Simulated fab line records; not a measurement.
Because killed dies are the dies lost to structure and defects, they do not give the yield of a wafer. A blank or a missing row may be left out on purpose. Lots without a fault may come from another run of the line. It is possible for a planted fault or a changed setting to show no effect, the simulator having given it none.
A lot that was struck, set against a sound lot :: flow n5Finfet :: 15 out of 1938 route steps
Sound: the wafers L676.1, L676.2, L676.4. Struck: wafer L669.1. (L669.4 of the same lot was not struck and is left out.) The cause comes at the end.
At each step with rows: each side's tool, then ch and its chambers, then its first start. Under that, the readings that differ: sound wafers :: struck wafers :: difference of the means :: sigmas: that difference in standard deviations of wafers without a fault.
alike: same words and numbers on both sides, and readings whose means sit less than 2 such deviations apart. not compared: any withheld reading, any reading some wafer has no value for, any bound like >300 that may hide the same value, and any number with overlapping values for which the record gives no deviation.
Wherever a step has rows on one side only, a row that says differs or no value, or a row with sigmas, the two part there. Non-overlapping numbers with no deviation appear without sigmas and do not part them. A reading missing from all wafers of one side parts the sides only when that side holds two or more wafers.

first, 8 steps without rows for these wafers: N5_BEOL_M10_COAT_63 (time 60 s, resist thk 100 nm); N5_BEOL_M10_COAT_64 (time 60 s, resist thk 30 nm); N5_BEOL_M10_COAT_22 (resist thk 90 nm); N5_BEOL_M10_EBR_24; N5_BEOL_M10_SOFTBAKE_23 (time 60 s); N5_BEOL_M10_EXPOSE_25 (exposes mask V9); N5_BEOL_M10_PEB_26 (peb time 60 s); N5_BEOL_M10_DEVELOP_27 (develop time 30 s).
N5_BEOL_M10_CD_MEAS_28 targets a cd of 70 nm.
  sound on cdSem-02 ch 0, day 15 10:40; struck on cdSem-01 ch 0, day 14 04:00
  alike: cdNm
N5_BEOL_M10_OVL_MEAS_29:
  sound on overlay-01 ch 0, day 15 10:41; struck on overlay-02 ch 0, day 14 04:02
reading: V9_OVL (nm)
sound: 0.4 0.0 0.8
struck: -1.5
difference: -1.9
sigmas: -3
N5_BEOL_M10_INSPECT_30: inspects for defects (brightfield).
  sound: defectInspect-01 at day 15 10:43; struck: defectInspect-01 at day 14 04:03
  alike: rawDefectCount
N5_BEOL_M10_DESCUM_33: chemistry O2, time 7.9 s.
  sound on rieDiel-04 ch 1,2,3, day 15 10:53; struck on rieDiel-02 ch 2, day 14 04:05
  alike: drypumpMotorCurrentA, oesProductAu, rfFwdPowerW, rfVppV, showerheadPlenumPTorr, throttleValvePct
  not compared: rfHoursCounterH
N5_BEOL_M10_ETCH_65: etches SiARC in CF4, target depth 39 nm, time 65 s.
  sound on rieDiel-04 ch 1,2,3, day 15 10:55; struck on rieDiel-02 ch 2, day 14 04:07
reading: etchRfOnTimeS (s)
sound: 66.2 62.9 65.0
struck: 43.8
difference: -20.9
sigmas: -12

reading: oesProductAu (a.u.)
sound: 0.67 0.67 0.74
struck: 0.87
difference: +0.18
sigmas: +4

reading: rfFwdPowerW (W)
sound: 538.1 537.6 540.6
struck: 533.7
difference: -5.1
sigmas: -2
  alike: drypumpMotorCurrentA, rfVppV, showerheadPlenumPTorr, throttleValvePct
  not compared: rfHoursCounterH
N5_BEOL_M10_ETCH_66: etches SOC in N2/H2, target depth 120 nm, overetch 24 nm, time 180 s.
  sound on rieDiel-04 ch 1,2,3, day 15 10:58; struck on rieDiel-02 ch 2, day 14 04:10
  alike: drypumpMotorCurrentA, oesProductAu, rfFwdPowerW, rfVppV, showerheadPlenumPTorr, throttleValvePct
  not compared: rfHoursCounterH
next, for these wafers, 1 step has no rows: N5_PASSIVATION_PROBE_49.

== WHERE THEY PART ==
Earliest at N5_BEOL_M10_OVL_MEAS_29; latest, in this record, at N5_BEOL_M10_ETCH_65. Later steps at which nothing parts them and some readings are alike: N5_BEOL_M10_ETCH_66.

WHY: what the simulator had put in
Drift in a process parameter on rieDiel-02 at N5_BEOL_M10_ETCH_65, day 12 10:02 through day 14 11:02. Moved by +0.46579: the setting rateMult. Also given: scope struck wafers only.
